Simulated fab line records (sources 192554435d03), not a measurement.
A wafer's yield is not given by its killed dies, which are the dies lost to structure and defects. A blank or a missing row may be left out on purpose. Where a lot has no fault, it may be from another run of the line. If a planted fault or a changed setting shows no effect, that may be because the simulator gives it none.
fab line records    flow n5-finfet
record: lots: 24  wafers: 72  last-day: 19
route steps=1938 shown BEOL_M0_SAQP@632
lots that met no fault: taken from a fault-free run of the same line
start-h: start of the lot's first displayed wafer, in hours after the record's first day    wait-h: how many hours have passed since the lot's step before this one    " unchanged from the row above    L1.1+2: a single row standing in for several wafers    - no value, or no start was given    * or withheld: withheld    < > ~ a bound
route shown NAME@n: names a module that has steps shown in the file, with the first one's number in the route    usual: mean/standard deviation of fault-free wafers    same: alike in all rows    chamber/n: place in a boat    sites: per-site readings    _std_site: their standard deviation    _edge_site: the outer-site mean with the inner-site mean subtracted    radius-mm: for every site, how far away it sits from the centre of the wafer    mask NAME#n: copy n    behind: the last tool/chamber to shape the wafer    hold: cause of the lot's hold/its duration in hours/its outcome    device: the n, p or np transistor that did not switch    end of line: tests run on the same wafers once the route is complete    a step given without rows: its recipe and nothing more    killed: count of dies lost to structure and defects at first sort (not the wafer's yield)    map: dies across one wafer; x = killed, . = not, _ = none there
set.NAME: the setting that was run; set.NAME@STEP: the one run at that earlier step    model.NAME: the simulator's own value behind a step, which no gauge read
a sample of lots followed through the steps of the route, with each step as a table and each wafer as a row
services: when a tool's chamber went out of use (start-h, in hours from the record's first day, below 0 if earlier), for how many hours, and the reason
== steps ==
step: N5_BEOL_M0_SAQP_PECVD_00
recipe: material: SiCN  target-thk-a: 80  temp-c: withheld  precursor: 3MS/NH3  pressure-torr: 3  rf-w: 202  time-s: 14
usual: showerhead-plenum-p-Torr: 3.661/0.0065  throttle-valve-pct: 8.8/0.36
lot.wafer  tool      chamber  start-h  wait-h  showerhead-plenum-p-Torr  throttle-valve-pct
L074.1     pecvd-02  2        110.53   0.2     3.651                     8.1
L074.4     "         2        "        "       3.672                     8.3
L074.6     "         0        "        "       3.662                     9.2
L075.2     pecvd-03  1        113.54   0.2     3.658                     8.2
L075.4     "         1        "        "       3.668                     8.8
L075.5     "         0        "        "       3.657                     9.3
L077.1     pecvd-02  1        121.38   0.2     3.657                     9.1
L077.2     "         2        "        "       3.662                     8.4
L077.4     "         0        "        "       3.652                     9.2
L078.1     pecvd-04  0        133.20   0.2     3.672                     9.0
L078.2     "         1        "        "       3.664                     8.4
L078.4     "         1        "        "       3.669                     8.9
L079.1     pecvd-04  1        137.24   0.2     3.670                     9.1
L079.4     "         1        "        "       3.662                     8.6
L079.6     "         0        "        "       3.666                     9.2
L080.2     pecvd-03  1        141.03   0.2     3.666                     8.9
L080.3     "         0        "        "       3.659                     9.4
L080.4     "         1        "        "       3.667                     9.0
L081.3     pecvd-04  0        149.06   0.1     3.664                     8.8
L081.4     "         1        "        "       3.666                     8.8
L081.6     "         0        "        "       3.668                     8.9
L082.3     pecvd-04  0        155.36   0.1     3.666                     9.1
L082.4     "         1        "        "       3.655                     8.6
L082.6     "         0        "        "       3.656                     9.1
L083.2     pecvd-03  1        158.34   0.2     3.664                     8.9
L083.5     "         0        "        "       3.657                     9.3
L083.6     "         2        "        "       3.649                     8.6
L084.1     pecvd-02  2        166.91   0.2     3.659                     8.4
L084.3     "         0        "        "       3.660                     8.8
L084.5     "         1        "        "       3.656                     9.0
L085.2     pecvd-04  0        173.52   0.2     3.664                     9.1
L085.4     "         0        "        "       3.664                     9.1
L085.6     "         2        "        "       3.652                     8.4
L086.1     pecvd-04  0        176.52   0.2     3.668                     9.1
L086.2     "         1        "        "       3.669                     8.8
L086.3     "         2        "        "       3.661                     8.1
L087.1     pecvd-02  2        180.95   0.2     3.661                     8.3
L087.2     "         1        "        "       3.654                     9.1
L087.5     "         1        "        "       3.654                     8.8
L088.1     pecvd-02  1        186.19   0.2     3.664                     9.3
L088.4     "         2        "        "       3.667                     8.5
L088.5     "         0        "        "       3.651                     9.2
L089.1     pecvd-04  0        192.77   0.2     3.657                     9.0
L089.4     "         1        "        "       3.676                     8.6
L089.6     "         2        "        "       3.661                     8.2
L090.1     pecvd-04  0        201.14   0.2     3.667                     8.9
L090.5     "         1        "        "       3.662                     8.9
L090.6     "         0        "        "       3.669                     9.0
L091.1     pecvd-03  1        206.84   0.2     3.664                     8.9
L091.2     "         0        "        "       3.664                     9.4
L091.4     "         1        "        "       3.655                     8.6
L092.2     pecvd-02  1        214.18   0.2     3.667                     8.9
L092.4     "         1        "        "       3.661                     9.0
L092.5     "         2        "        "       3.660                     8.5
L093.2     pecvd-03  1        224.04   0.2     3.658                     8.6
L093.4     "         0        "        "       3.660                     9.5
L093.6     "         0        "        "       3.667                     9.5
L076.2     pecvd-02  2        227.03   0.2     3.661                     8.4
L076.3     "         1        "        "       3.652                     8.9
L076.5     "         1        "        "       3.654                     9.0
L094.4     pecvd-04  1        230.39   0.1     3.669                     8.7
L094.5     "         2        "        "       3.660                     8.6
L094.6     "         0        "        "       3.668                     8.9
L095.1     pecvd-04  0        238.13   0.2     3.657                     9.2
L095.3     "         1        "        "       3.673                     8.8
L095.6     "         0        "        "       3.656                     9.2
L097.1     pecvd-02  1        243.30   0.2     3.653                     9.2
L097.3     "         0        "        "       3.664                     9.2
L097.6     "         2        "        "       3.665                     8.3
L096.1     pecvd-03  1        247.41   0.2     3.676                     8.9
L096.3     "         0        "        "       3.656                     9.4
L096.4     "         0        "        "       3.652                     9.5
step: N5_BEOL_M0_SAQP_PECVD_97
recipe: material: SiNx  target-thk-a: 230  temp-c: 350  precursor: SiH4/NH3/N2  pressure-torr: 1.5  rf-w: 300  time-s: 19.9
usual: heater-power-w: 549/50  showerhead-plenum-p-Torr: 5.116/0.025  throttle-valve-pct: 38.8/1.5
lot.wafer  tool      chamber  start-h  wait-h  heater-power-w  showerhead-plenum-p-Torr  throttle-valve-pct
L074.1     pecvd-03  1        111.11   0.0     562             5.124                     38.7
L074.4     "         2        "        "       494             5.066                     37.5
L074.6     "         1        "        "       449             5.130                     38.7
L075.2     pecvd-03  0        114.23   0.0     570             5.110                     40.3
L075.4     "         2        "        "       588             5.064                     37.5
L075.5     "         0        "        "       578             5.103                     40.8
L077.1     pecvd-04  1        122.40   0.0     650             5.140                     38.2
L077.2     "         0        "        "       594             5.126                     40.0
L077.4     "         1        "        "       644             5.144                     38.2
L078.1     pecvd-03  1        134.61   0.0     499             5.119                     38.8
L078.2     "         2        "        "       583             5.054                     37.6
L078.4     "         1        "        "       507             5.136                     38.9
L079.1     pecvd-04  2        138.46   0.0     561             5.113                     38.8
L079.4     "         1        "        "       639             5.168                     38.2
L079.6     "         0        "        "       614             5.136                     40.1
L080.2     pecvd-02  2        142.01   0.0     539             5.131                     36.4
L080.3     "         0        "        "       555             5.113                     39.7
L080.4     "         2        "        "       549             5.132                     36.3
L081.3     pecvd-02  2        149.79   0.0     487             5.133                     36.6
L081.4     "         0        "        "       566             5.109                     39.7
L081.6     "         2        "        "       474             5.136                     36.6
L082.3     pecvd-03  0        156.39   0.0     523             5.121                     40.9
L082.4     "         1        "        "       554             5.121                     38.8
L082.6     "         2        "        "       566             5.073                     37.6
L083.2     pecvd-03  1        160.46   0.0     535             5.132                     38.5
L083.5     "         0        "        "       573             5.111                     40.8
L083.6     "         1        "        "       528             5.121                     38.5
L084.1     pecvd-03  0        169.82   0.0     538             5.113                     41.0
L084.3     "         2        "        "       535             5.059                     37.4
L084.5     "         2        "        "       530             5.068                     37.4
L085.2     pecvd-03  2        175.13   0.0     595             5.059                     37.8
L085.4     "         2        "        "       579             5.086                     37.6
L085.6     "         0        "        "       561             5.114                     40.8
L086.1     pecvd-02  1        177.26   0.0     546             5.121                     39.9
L086.2     "         2        "        "       524             5.143                     36.9
L086.3     "         0        "        "       599             5.122                     39.7
L087.1     pecvd-03  1        181.64   0.0     513             5.117                     38.9
L087.2     "         0        "        "       536             5.111                     41.0
L087.5     "         1        "        "       515             5.133                     38.5
L088.1     pecvd-03  1        188.09   0.0     513             5.129                     38.5
L088.4     "         1        "        "       518             5.125                     38.7
L088.5     "         0        "        "       549             5.110                     41.3
L089.1     pecvd-02  1        193.42   0.0     468             5.104                     39.9
L089.4     "         2        "        "       459             5.131                     36.9
L089.6     "         1        "        "       457             5.112                     39.8
L090.1     pecvd-03  0        202.14   0.0     536             5.121                     41.4
L090.5     "         2        "        "       578             5.065                     37.3
L090.6     "         0        "        "       511             5.111                     41.0
L091.1     pecvd-02  2        207.26   0.0     466             5.122                     37.0
L091.2     "         1        "        "       510             5.105                     39.6
L091.4     "         1        "        "       523             5.104                     40.2
L092.2     pecvd-04  1        214.83   0.0     620             5.158                     38.3
L092.4     "         1        "        "       617             5.162                     38.4
L092.5     "         2        "        "       513             5.125                     36.7
L093.2     pecvd-04  2        224.48   0.0     571             5.133                     37.1
L093.4     "         1        "        "       644             5.165                     38.2
L093.6     "         2        "        "       585             5.121                     37.0
L076.2     pecvd-03  0        227.49   0.0     470             5.120                     41.6
L076.3     "         1        "        "       520             5.134                     38.6
L076.5     "         1        "        "       526             5.128                     38.6
L094.4     pecvd-04  0        231.11   0.0     593             5.137                     40.0
L094.5     "         1        "        "       646             5.154                     38.1
L094.6     "         2        "        "       559             5.124                     36.7
L095.1     pecvd-04  2        240.31   0.0     526             5.117                     36.9
L095.3     "         1        "        "       685             5.142                     38.2
L095.6     "         1        "        "       689             5.166                     38.4
L097.1     pecvd-02  0        244.49   0.0     573             5.122                     40.3
L097.3     "         1        "        "       543             5.115                     39.6
L097.6     "         0        "        "       565             5.109                     40.1
L096.1     pecvd-03  1        248.37   0.0     550             5.128                     38.7
L096.3     "         2        "        "       540             5.051                     35.4
L096.4     "         1        "        "       560             5.112                     38.7
step: N5_BEOL_M0_SAQP_INSPECT_16
recipe: mode: adi  inspect-instrument: brightfield
usual: raw-defect-count: 518/150
lot.wafer  tool               chamber  start-h  wait-h  raw-defect-count
L074.1     defect-inspect-01  -        111.65   0.0     470
L074.4     "                  -        "        "       634
L074.6     "                  -        "        "       780
L075.2     defect-inspect-02  -        114.78   0.0     514
L075.4     "                  -        "        "       653
L075.5     "                  -        "        "       544
L077.1     defect-inspect-02  -        123.07   0.0     459
L077.2     "                  -        "        "       451
L077.4     "                  -        "        "       395
L078.1     defect-inspect-02  -        135.18   0.0     589
L078.2     "                  -        "        "       383
L078.4     "                  -        "        "       405
L079.1     defect-inspect-01  -        139.00   0.0     412
L079.4     "                  -        "        "       503
L079.6     "                  -        "        "       435
L080.2     defect-inspect-01  -        142.63   0.0     528
L080.3     "                  -        "        "       372
L080.4     "                  -        "        "       424
L081.3     defect-inspect-02  -        150.52   0.0     481
L081.4     "                  -        "        "       669
L081.6     "                  -        "        "       399
L082.3     defect-inspect-01  -        157.09   0.0     1020
L082.4     "                  -        "        "       1155
L082.6     "                  -        "        "       987
L083.2     defect-inspect-01  -        161.15   0.0     713
L083.5     "                  -        "        "       458
L083.6     "                  -        "        "       403
L084.1     defect-inspect-02  -        170.49   0.0     546
L084.3     "                  -        "        "       397
L084.5     "                  -        "        "       641
L085.2     defect-inspect-01  -        175.81   0.0     422
L085.4     "                  -        "        "       337
L085.6     "                  -        "        "       568
L086.1     defect-inspect-01  -        177.81   0.0     603
L086.2     "                  -        "        "       461
L086.3     "                  -        "        "       511
L087.1     defect-inspect-02  -        182.31   0.0     443
L087.2     "                  -        "        "       332
L087.5     "                  -        "        "       554
L088.1     defect-inspect-02  -        188.65   0.0     782
L088.4     "                  -        "        "       598
L088.5     "                  -        "        "       527
L089.1     defect-inspect-02  -        194.10   0.0     437
L089.4     "                  -        "        "       526
L089.6     "                  -        "        "       437
L090.1     defect-inspect-01  -        202.81   0.0     408
L090.5     "                  -        "        "       505
L090.6     "                  -        "        "       530
L091.1     defect-inspect-01  -        207.93   0.0     467
L091.2     "                  -        "        "       515
L091.4     "                  -        "        "       532
L092.2     defect-inspect-02  -        215.38   0.0     452
L092.4     "                  -        "        "       444
L092.5     "                  -        "        "       418
L093.2     defect-inspect-01  -        225.05   0.0     872
L093.4     "                  -        "        "       546
L093.6     "                  -        "        "       505
L076.2     defect-inspect-02  -        228.22   0.0     359
L076.3     "                  -        "        "       309
L076.5     "                  -        "        "       433
L094.4     defect-inspect-02  -        231.64   0.0     459
L094.5     "                  -        "        "       418
L094.6     "                  -        "        "       465
L095.1     defect-inspect-01  -        241.01   0.0     648
L095.3     "                  -        "        "       449
L095.6     "                  -        "        "       538
L097.1     defect-inspect-02  -        245.16   0.0     499
L097.3     "                  -        "        "       429
L097.6     "                  -        "        "       630
L096.1     defect-inspect-01  -        249.04   0.0     348
L096.3     "                  -        "        "       430
L096.4     "                  -        "        "       490
step: N5_BEOL_M0_SAQP_SPACER1_ALD_98
recipe: material: SiO2  target-thk-a: 128  temp-c: 300  ald-precursor-family: BDEAS  ald-co-reactant: O2-plasma  pulse-time-s: 1  purge-time-s: 2  co-reactant-purge-time-s: 2  ald-cycles: 138  pressure-torr: 2
usual: heater-power-w: 471/42  precursor-pulse-height-rel: 1.004/0.019
lot.wafer  tool        chamber  start-h  wait-h  heater-power-w  precursor-pulse-height-rel
L074.1     ald-sin-04  3        112.58   0.3     502             0.975
L074.4     "           0        "        "       523             1.015
L074.6     "           3        "        "       497             0.979
L075.2     ald-sin-01  3        115.70   0.3     453             1.026
L075.4     "           1        "        "       505             0.998
L075.5     "           1        "        "       497             1.003
L077.1     ald-sin-04  0        124.00   0.3     523             1.010
L077.2     "           1        "        "       487             1.026
L077.4     "           3        "        "       480             0.997
L078.1     ald-sin-01  2        136.12   0.3     411             1.023
L078.2     "           3        "        "       466             1.016
L078.4     "           1        "        "       489             1.010
L079.1     ald-sin-01  2        140.93   1.1     398             1.000
L079.4     "           0        "        "       450             0.979
L079.6     "           2        "        "       402             0.988
L080.2     ald-sin-01  3        143.84   0.3     447             1.017
L080.3     "           2        "        "       403             1.002
L080.4     "           1        "        "       477             1.011
L081.3     ald-sin-02  2        151.48   0.1     574             1.001
L081.4     "           1        "        "       471             1.018
L081.6     "           2        "        "       572             1.023
L082.3     ald-sin-02  1        158.38   0.5     483             1.014
L082.4     "           3        "        "       423             1.027
L082.6     "           2        "        "       576             1.001
L083.2     ald-sin-04  3        162.18   0.3     516             0.977
L083.5     "           3        "        "       515             1.012
L083.6     "           0        "        "       525             0.997
L084.1     ald-sin-01  2        171.42   0.3     393             1.008
L084.3     "           3        "        "       443             0.985
L084.5     "           3        "        "       456             0.979
L085.2     ald-sin-01  1        176.73   0.3     487             1.008
L085.4     "           3        "        "       450             1.017
L085.6     "           1        "        "       499             1.018
L086.1     ald-sin-04  1        178.88   0.4     491             0.972
L086.2     "           3        "        "       495             0.985
L086.3     "           0        "        "       510             0.996
L087.1     ald-sin-02  3        184.36   1.2     425             0.984
L087.2     "           2        "        "       561             1.011
L087.5     "           0        "        "       421             1.019
L088.1     ald-sin-04  0        189.89   0.3     521             1.033
L088.4     "           3        "        "       497             1.032
L088.5     "           2        "        "       481             0.992
L089.1     ald-sin-01  3        195.04   0.3     447             0.991
L089.4     "           2        "        "       411             1.020
L089.6     "           1        "        "       499             1.015
L090.1     ald-sin-04  1        204.54   0.4     491             1.013
L090.5     "           3        "        "       501             1.023
L090.6     "           2        "        "       477             1.006
L091.1     ald-sin-01  3        209.21   0.6     445             1.009
L091.2     "           1        "        "       499             1.030
L091.4     "           2        "        "       392             1.010
L092.2     ald-sin-01  1        216.60   0.4     496             1.011
L092.4     "           3        "        "       455             0.988
L092.5     "           1        "        "       496             1.000
L093.2     ald-sin-02  2        226.04   0.3     571             0.989
L093.4     "           1        "        "       485             0.981
L093.6     "           2        "        "       560             1.013
L076.2     ald-sin-04  1        229.15   0.3     487             0.972
L076.3     "           0        "        "       526             0.981
L076.5     "           1        "        "       485             0.993
L094.4     ald-sin-01  2        233.23   0.4     401             1.004
L094.5     "           3        "        "       446             0.978
L094.6     "           0        "        "       456             0.990
L095.1     ald-sin-04  0        241.94   0.3     512             0.996
L095.3     "           1        "        "       481             0.994
L095.6     "           1        "        "       482             1.023
L097.1     ald-sin-01  2        246.09   0.3     405             0.981
L097.3     "           1        "        "       503             0.974
L097.6     "           2        "        "       404             1.018
L096.1     ald-sin-04  3        250.50   0.8     507             0.996
L096.3     "           0        "        "       513             1.010
L096.4     "           1        "        "       481             1.020
step: N5_BEOL_M0_SAQP_CD_MEAS_25
recipe: target-cd-nm: 13.1  landing-energy-ev: 1000  detector: se-inlens
usual: cd-nm: 12.76/0.21
lot.wafer  tool       chamber  start-h  wait-h  cd-nm
L074.1     cd-sem-02  0        113.26   0.1     12.84
L074.4     "          0        "        "       12.61
L074.6     "          0        "        "       13.19
L075.2     cd-sem-02  0        116.62   0.1     12.58
L075.4     "          0        "        "       12.71
L075.5     "          0        "        "       12.91
L077.1     cd-sem-02  0        124.67   0.1     12.69
L077.2     "          0        "        "       12.82
L077.4     "          0        "        "       12.70
L078.1     cd-sem-02  0        136.79   0.1     12.96
L078.2     "          0        "        "       12.49
L078.4     "          0        "        "       12.89
L079.1     cd-sem-03  0        141.60   0.1     12.38
L079.4     "          0        "        "       13.11
L079.6     "          0        "        "       12.80
L080.2     cd-sem-02  0        144.51   0.1     13.11
L080.3     "          0        "        "       12.69
L080.4     "          0        "        "       12.72
L081.3     cd-sem-02  0        152.15   0.1     12.61
L081.4     "          0        "        "       12.84
L081.6     "          0        "        "       12.55
L082.3     cd-sem-02  0        159.05   0.1     12.82
L082.4     "          0        "        "       12.73
L082.6     "          0        "        "       12.92
L083.2     cd-sem-03  0        162.86   0.1     12.88
L083.5     "          0        "        "       12.64
L083.6     "          0        "        "       12.51
L084.1     cd-sem-03  0        172.10   0.1     13.00
L084.3     "          0        "        "       12.72
L084.5     "          0        "        "       12.15
L085.2     cd-sem-01  0        177.41   0.1     12.61
L085.4     "          0        "        "       12.68
L085.6     "          0        "        "       12.78
L086.1     cd-sem-01  0        179.74   0.1     12.43
L086.2     "          0        "        "       12.86
L086.3     "          0        "        "       12.70
L087.1     cd-sem-02  0        185.03   0.1     13.04
L087.2     "          0        "        "       12.75
L087.5     "          0        "        "       12.70
L088.1     cd-sem-03  0        190.56   0.1     13.00
L088.4     "          0        "        "       12.87
L088.5     "          0        "        "       12.92
L089.1     cd-sem-03  0        195.71   0.1     12.51
L089.4     "          0        "        "       12.35
L089.6     "          0        "        "       12.84
L090.1     cd-sem-01  0        205.26   0.1     12.81
L090.5     "          0        "        "       12.98
L090.6     "          0        "        "       12.93
L091.1     cd-sem-03  0        209.89   0.1     12.39
L091.2     "          0        "        "       12.44
L091.4     "          0        "        "       12.52
L092.2     cd-sem-03  0        217.27   0.1     13.02
L092.4     "          0        "        "       12.79
L092.5     "          0        "        "       12.74
L093.2     cd-sem-01  0        226.72   0.1     12.83
L093.4     "          0        "        "       13.05
L093.6     "          0        "        "       12.79
L076.2     cd-sem-01  0        229.82   0.1     12.97
L076.3     "          0        "        "       12.53
L076.5     "          0        "        "       12.68
L094.4     cd-sem-03  0        233.96   0.1     12.69
L094.5     "          0        "        "       12.55
L094.6     "          0        "        "       12.68
L095.1     cd-sem-02  0        242.61   0.1     12.73
L095.3     "          0        "        "       12.54
L095.6     "          0        "        "       12.92
L097.1     cd-sem-02  0        246.76   0.1     12.41
L097.3     "          0        "        "       12.86
L097.6     "          0        "        "       12.61
L096.1     cd-sem-01  0        251.34   0.1     12.66
L096.3     "          0        "        "       12.88
L096.4     "          0        "        "       12.83
step: N5_BEOL_M0_SAQP_SPACER2_ETCHBACK_27
recipe: chemistry: CHF3/O2  mode: anisotropic-etchback  target: SiO2  target-depth-a: 225  time-s: 11.25  pressure-mtorr: 30  source-w: 650  bias-w: 170  Ar_flow_sccm: 200  CHF3_flow_sccm: 50  O2_flow_sccm: 5  ion-energy-ev: 200
usual: drypump-motor-current-A: 5.4/0.35  oes-product-au: 0.78/0.083  rf-vpp-V: 531/12  showerhead-plenum-p-Torr: 2.45/0.077  throttle-valve-pct: 19.01/0.16
lot.wafer  tool         chamber  start-h  wait-h  drypump-motor-current-A  oes-product-au  rf-hours-counter-h  rf-vpp-V  showerhead-plenum-p-Torr  throttle-valve-pct
L074.1     rie-diel-02  0        114.82   0.3     5.6                      0.81            87                  520       2.45                      19.05
L074.4     "            2        "        "       5.7                      0.76            136                 549       2.52                      18.90
L074.6     "            2        "        "       5.7                      0.77            -                   547       2.51                      18.91
L075.2     rie-diel-04  2        118.21   0.3     5.0                      0.68            247                 536       2.48                      19.40
L075.4     "            3        "        "       5.3                      0.69            208                 534       2.38                      19.15
L075.5     "            1        "        "       5.0                      0.76            -                   535       2.51                      18.92
L077.1     rie-diel-05  0        126.23   0.3     4.9                      0.68            233                 536       2.48                      19.47
L077.2     "            3        "        "       5.4                      0.76            156                 526       2.34                      18.96
L077.4     "            1        "        "       6.2                      0.83            66                  529       2.43                      18.91
L078.1     rie-diel-04  1        138.38   0.3     5.0                      0.75            132                 535       2.51                      18.95
L078.2     "            3        "        "       5.4                      0.68            214                 531       2.37                      19.17
L078.4     "            3        "        "       5.4                      0.69            -                   532       2.37                      19.16
L079.1     rie-diel-04  0        143.19   0.3     5.5                      0.74            179                 542       2.51                      18.73
L079.4     "            0        "        "       5.5                      0.74            -                   542       2.51                      18.75
L079.6     "            1        "        "       5.0                      0.75            -                   534       2.51                      18.94
L080.2     rie-diel-04  3        147.07   0.3     5.4                      0.68            217                 533       2.37                      19.16
L080.3     "            1        "        "       5.0                      0.75            136                 535       2.51                      18.93
L080.4     "            1        "        "       5.0                      0.75            -                   535       2.51                      18.97
L081.3     rie-diel-05  1        153.71   0.3     6.2                      0.83            75                  529       2.43                      18.93
L081.4     "            3        "        "       5.3                      0.76            165                 526       2.33                      18.97
L081.6     "            2        "        "       5.7                      0.76            -                   502       2.30                      19.02
L082.3     rie-diel-02  1        160.62   0.3     6.1                      0.89            41                  527       2.46                      19.22
L082.4     "            3        "        "       5.7                      0.96            9                   518       2.59                      18.86
L082.6     "            3        "        "       5.7                      0.96            -                   519       2.59                      18.87
L083.2     rie-diel-02  2        165.82   0.3     5.7                      0.76            151                 548       2.51                      18.94
L083.5     "            0        "        "       5.6                      0.79            -                   519       2.45                      19.07
L083.6     "            3        "        "       5.7                      0.95            -                   518       2.59                      18.88
L084.1     rie-diel-04  1        173.71   0.3     5.0                      0.74            144                 535       2.51                      18.96
L084.3     "            0        "        "       5.4                      0.75            188                 542       2.50                      18.75
L084.5     "            1        "        "       5.0                      0.74            -                   534       2.51                      18.96
L085.2     rie-diel-02  1        179.48   0.6     6.0                      0.88            46                  526       2.46                      19.23
L085.4     "            3        "        "       5.7                      0.93            14                  518       2.58                      18.89
L085.6     "            0        "        "       5.6                      0.79            -                   519       2.45                      19.08
L086.1     rie-diel-04  3        181.90   0.4     5.4                      0.68            228                 535       2.37                      19.19
L086.2     "            2        "        "       5.0                      0.93            8                   538       2.48                      19.02
L086.3     "            0        "        "       5.4                      0.74            191                 542       2.50                      18.76
L087.1     rie-diel-02  3        187.62   0.3     5.7                      0.93            16                  518       2.58                      18.88
L087.2     "            0        "        "       5.6                      0.79            109                 519       2.44                      19.07
L087.5     "            1        "        "       6.0                      0.88            -                   526       2.46                      19.23
L088.1     rie-diel-05  1        192.13   0.3     6.2                      0.82            87                  529       2.42                      18.96
L088.4     "            1        "        "       6.2                      0.81            -                   530       2.43                      18.96
L088.5     "            3        "        "       5.4                      0.75            -                   526       2.33                      19.02
L089.1     rie-diel-05  1        197.37   0.3     6.2                      0.81            90                  529       2.42                      18.95
L089.4     "            3        "        "       5.4                      0.75            -                   527       2.33                      19.00
L089.6     "            2        "        "       5.6                      0.75            -                   500       2.29                      19.06
L090.1     rie-diel-04  3        207.37   0.4     5.4                      0.66            236                 533       2.37                      19.21
L090.5     "            2        "        "       5.0                      0.92            -                   538       2.47                      19.04
L090.6     "            3        "        "       5.4                      0.67            -                   532       2.37                      19.19
L091.1     rie-diel-04  2        211.50   0.3     5.0                      0.92            17                  538       2.47                      19.04
L091.2     "            0        "        "       5.4                      0.74            200                 542       2.50                      18.77
L091.4     "            3        "        "       5.4                      0.67            237                 532       2.37                      19.20
L092.2     rie-diel-02  1        218.83   0.3     6.0                      0.88            55                  526       2.45                      19.25
L092.4     "            0        "        "       5.5                      0.79            116                 519       2.44                      19.10
L092.5     "            2        "        "       5.7                      0.75            -                   547       2.50                      18.95
L093.2     rie-diel-04  0        228.28   0.3     5.5                      0.73            207                 541       2.50                      18.78
L093.4     "            0        "        "       5.5                      0.73            -                   542       2.50                      18.79
L093.6     "            2        "        "       4.9                      0.89            -                   537       2.47                      19.08
L076.2     rie-diel-04  2        231.42   0.3     5.0                      0.90            24                  538       2.47                      19.05
L076.3     "            3        "        "       5.3                      0.67            245                 533       2.36                      19.22
L076.5     "            3        "        "       5.4                      0.66            -                   533       2.36                      19.22
L094.4     rie-diel-05  2        235.63   0.3     5.7                      0.73            -                   500       2.29                      19.08
L094.5     "            0        "        "       5.0                      0.94            -                   537       2.47                      19.12
L094.6     "            3        "        "       5.3                      0.74            -                   526       2.32                      19.02
L095.1     rie-diel-02  2        244.81   0.3     5.7                      0.75            172                 546       2.50                      18.97
L095.3     "            1        "        "       6.1                      0.86            62                  525       2.45                      19.27
L095.6     "            1        "        "       6.1                      0.86            -                   526       2.45                      19.26
L097.1     rie-diel-04  1        248.69   0.3     5.0                      0.72            160                 535       2.50                      18.97
L097.3     "            0        "        "       5.4                      0.72            214                 540       2.50                      18.80
L097.6     "            0        "        "       5.5                      0.72            -                   541       2.49                      18.79
L096.1     rie-diel-04  1        252.98   0.3     5.0                      0.73            162                 535       2.50                      18.97
L096.3     "            2        "        "       5.0                      0.89            32                  538       2.47                      19.06
L096.4     "            1        "        "       5.0                      0.73            -                   535       2.50                      18.98
== services ==
tool         chamber  start-h  hours  kind
rie-diel-04  -        95.90    0.4    repair
pecvd-04     -        106.11   2.8    pm
rie-diel-05  2        128.71   1.6    repair
pecvd-02     1        130.79   30.3   repair
rie-diel-05  -        139.60   0.4    repair
pecvd-02     -        139.70   0.8    repair
ald-sin-02   -        144.29   6.0    pm
pecvd-03     -        146.85   5.5    pm
pecvd-03     -        161.70   1.3    repair
pecvd-04     -        166.65   1.6    repair
ald-sin-02   0        173.72   1.7    repair
rie-diel-02  -        180.09   1.3    repair
ald-sin-01   1        184.53   5.7    repair
ald-sin-02   3        187.52   4.0    repair
pecvd-03     2        202.38   -      clean
pecvd-03     2        202.38   -      consumable-replace:showerhead
rie-diel-05  1        213.02   4.7    repair
rie-diel-04  1        214.95   6.7    repair
rie-diel-04  1        222.61   13.5   repair
ald-sin-02   3        222.86   5.1    repair
rie-diel-05  1        230.47   5.5    repair
rie-diel-02  1        230.65   2.4    repair
pecvd-03     0        230.99   13.4   repair
ald-sin-04   1        236.14   5.3    repair
== key ==
fault none
